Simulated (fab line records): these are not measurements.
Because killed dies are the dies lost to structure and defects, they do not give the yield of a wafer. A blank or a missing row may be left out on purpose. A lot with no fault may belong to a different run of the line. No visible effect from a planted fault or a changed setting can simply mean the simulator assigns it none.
Problem report, 8D (eight disciplines) form, completed by code | flow n5 finfet | the parts of the form that need people (team, actions taken, sign-off) are left out

## 1. PROBLEM STATEMENT
Wafers without a fault read 66.33 s, standard deviation 0.18; run length s at N5_FIN_CUT_COAT_19 reads a mean of 61.89 s on 3 wafers belonging to 2 lots. Relative to the usual mean, that is a shift of -25 standard deviations.
The step: time 60 s, resist thk 20 nm.
The first sign was on wafer L339.6 at day 4 02:02, on litho track-03. The record has a number at this step for 28 wafers belonging to 10 lots. By rule, "out" or "out of limits" means more than 4 standard deviations away from the usual mean. All remaining wafers that have a number are taken as sound.

## 2. WHAT IT IS AND WHAT IT IS NOT
question                    | is                                 | is not
which readings at this step | run length s, heater power total W | -
which lots                  | L339, L342                         | L331, L334, L344, L345, L347, L349, L353, L354
which wafers of those lots  | L339.6, L342.1, L342.6             | L339.2, L339.3, L342.4
read on which tools         | litho track-03                     | litho track-02, litho track-04
when                        | from day 4 02:02                   | up to then (8 sound wafers); but 17 sound wafers of L342, L344, L345, L347, L349, L353, L354 came after

## 3. WHAT RULES OUT EACH SUSPECT
Counting: a tool at a process step up to the reading stays a suspect if it ran every lot that is out. Sound lots after the first of them don't rule it out here, since some wafers of a struck lot are sound.
- vapor etch-01 at N5_FIN_SAQP_RECESS_63 (chemistry HF/NH3, target SiO2, target depth 18 nm, afs cycles 3, sublimation time 60 s): kept. It ran every lot that is out, first L339 (day 4 00:05); its last sound lot up to then is L331 (day 2 01:07).
- litho track-03 at N5_FIN_CUT_COAT_19 (time 60 s, resist thk 20 nm): kept. It ran every lot that is out, first L339 (day 4 02:02); its last sound lot up to then is L334 (day 2 20:56). Its own readings are out on those wafers: heater power total W, run length s.
The count leaves litho track-03 at N5_FIN_CUT_COAT_19 and vapor etch-01 at N5_FIN_SAQP_RECESS_63.

## 4. THE CAUSE (what the simulator had put in)
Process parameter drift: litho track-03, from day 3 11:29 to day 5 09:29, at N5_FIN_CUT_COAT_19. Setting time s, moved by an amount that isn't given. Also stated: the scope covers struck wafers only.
2 suspects survive the count, and this tool is in that group.

## 5. SEQUENCE OF EFFECTS, ordered by route
Each row: a reading whose mean over the struck wafers that have a number lies more than 3 standard deviations from the usual. Readings are gone through only where the record gives a usual standard deviation; hours: the median, over the lots, of the time from a lot's start at the first step in this table giving one to that lot's start at this step; sigmas: the change measured in usual standard deviations.
hours | step               | reading              | usual   | on struck wafers | change | sigmas
0     | N5_FIN_CUT_COAT_19 | heater power total W | 427.5 W | 447.4            | +19.9  | +9.5
0     | N5_FIN_CUT_COAT_19 | run length s         | 66.33 s | 61.89            | -4.44  | -25
Its process steps:
- N5_FIN_CUT_COAT_19: time 60 s, resist thk 20 nm.
At these later measuring or inspecting steps, every struck wafer for which the step has a row has a number for every such reading, and none has moved that far: N5_BEOL_M4_RC_MEAS_101.

## 6. HOW IT WOULD HAVE BEEN CAUGHT EARLIER
In this record no reading fell out of limits until day 4 02:02, 15 hours after the fault had begun at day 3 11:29.
